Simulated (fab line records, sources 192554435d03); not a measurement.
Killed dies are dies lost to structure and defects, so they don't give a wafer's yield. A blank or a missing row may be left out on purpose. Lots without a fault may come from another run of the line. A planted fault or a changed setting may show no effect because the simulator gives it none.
Split-lot experiment | flow n5_finfet | 7 lots, 21 wafers read, on a route of 1938 steps

THE SPLIT
At N5_BEOL_M9_ETCH_61 (etches SiARC in CF4, target depth 39 nm, time 65 s), the setting source_w was moved away from the recipe's 545 W on 8 of the 21 wafers read, by -8.5% to +14.0%. The other wafers ran this setting at the recipe's value.

The reading is taken at the split's own step.

THE READING
rf_vpp_V, in V, at N5_BEOL_M9_ETCH_61 (etches SiARC in CF4, target depth 39 nm, time 65 s). Fault-free wafers of this fab line usually give 184.0 V, standard deviation 1.1 V.

wafer  | tool, chamber at the split | source_w as run, W | against the recipe | rf_vpp_V, V | against lot-mates on the recipe
L074.3 | rie_diel-06, 1             | 545                | recipe             | 182.4       | -
L074.4 | rie_diel-06, 2             | 498.7              | -8.5%              | 188.5       | +5.6
L074.6 | rie_diel-06, 1             | 545                | recipe             | 183.5       | -
L075.3 | rie_diel-06, 2             | 510.8              | -6.3%              | 189.2       | +6.3
L075.4 | rie_diel-06, 1             | 510.8              | -6.3%              | 188.6       | +5.7
L075.6 | rie_diel-06, 1             | 545                | recipe             | 182.9       | -
L082.2 | rie_diel-01, 2             | 545                | recipe             | 185.0       | -
L082.3 | rie_diel-01, 0             | 501.9              | -7.9%              | 188.5       | +3.5
L082.5 | rie_diel-01, 2             | 501.9              | -7.9%              | 189.4       | +4.4
L083.1 | rie_diel-01, 3             | 545                | recipe             | 186.5       | -
L083.5 | rie_diel-01, 3             | 545                | recipe             | 183.4       | -
L083.6 | rie_diel-01, 2             | 545                | recipe             | 186.1       | -
L087.3 | rie_diel-06, 3             | 545                | recipe             | 185.3       | -
L087.4 | rie_diel-06, 2             | 545                | recipe             | 184.0       | -
L087.6 | rie_diel-06, 0             | 545                | recipe             | 184.0       | -
L091.2 | rie_diel-06, 1             | 577.4              | +5.9%              | 179.8       | -3.8
L091.4 | rie_diel-06, 0             | 545                | recipe             | 183.6       | -
L091.6 | rie_diel-06, 2             | 577.4              | +5.9%              | 180.8       | -2.8
L092.4 | rie_diel-01, 3             | 545                | recipe             | 184.7       | -
L092.5 | rie_diel-01, 0             | 621.3              | +14.0%             | 175.2       | -9.6
L092.6 | rie_diel-01, 2             | 545                | recipe             | 184.8       | -

THE FIT
A straight line over all 21 wafers: rf_vpp_V changes by -0.631 V for each +1% of source_w; r = -0.95; the points scatter about the line by 1.1 V.
The same after taking each lot's own level away (the mean of its wafers on the recipe; 21 wafers): -0.657 V for each +1%; r = -0.96; scatter 1 V.
On that fit, the largest move of source_w shifts the reading by 9.2 V.
The lots' own levels span 182.90 to 185.33 V, that is 2.2 times the standard deviation above.
So the lot-to-lot level changes the slope little: the two slopes agree.
Check: with one of the wafers moved furthest among these (+14.0%) left out of the fit, the line predicts -8.75 V for it against its lot-mates. It came out at -9.55 V against them.
Tool readings at the split's step, against how far the setting was moved: etch_rf_on_time_s r = -0.91; rf_vpp_V r = -0.95.

OTHER SPLITS ON THESE WAFERS
These wafers also went through other splits before the reading. Each is held against what the fit with the lots' levels taken away leaves over:
other split on the same wafers     | wafers away from the commonest value | r with rf_vpp_V (lot level and that fit taken away)
N5_BEOL_M6_EXPOSE_08 dose_mj       | 9                                    | +0.50
N5_BEOL_M6_TRENCH_ETCH_37 source_w | 3                                    | +0.05
N5_BEOL_M7_ETCH_61 source_w        | 7                                    | +0.00
N5_BEOL_M7_COAT_64 spin_rpm        | 10                                   | -0.27

THE WHOLE CHAIN: every reading that the file lists as answering this split, in the file's order
step               | what it does                                       | reading           | change (the file's fit)              | r (the file's)
N5_BEOL_M9_ETCH_61 | etches SiARC in CF4, target depth 39 nm, time 65 s | etch_rf_on_time_s | withheld for each +1% of the setting | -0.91
N5_BEOL_M9_ETCH_61 | etches SiARC in CF4, target depth 39 nm, time 65 s | rf_vpp_V          | -0.66 V for each +1% of the setting  | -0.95

THE FILE'S OWN FIT
rf_vpp_V changes by -0.66 V for each +1% of source_w, r = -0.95.
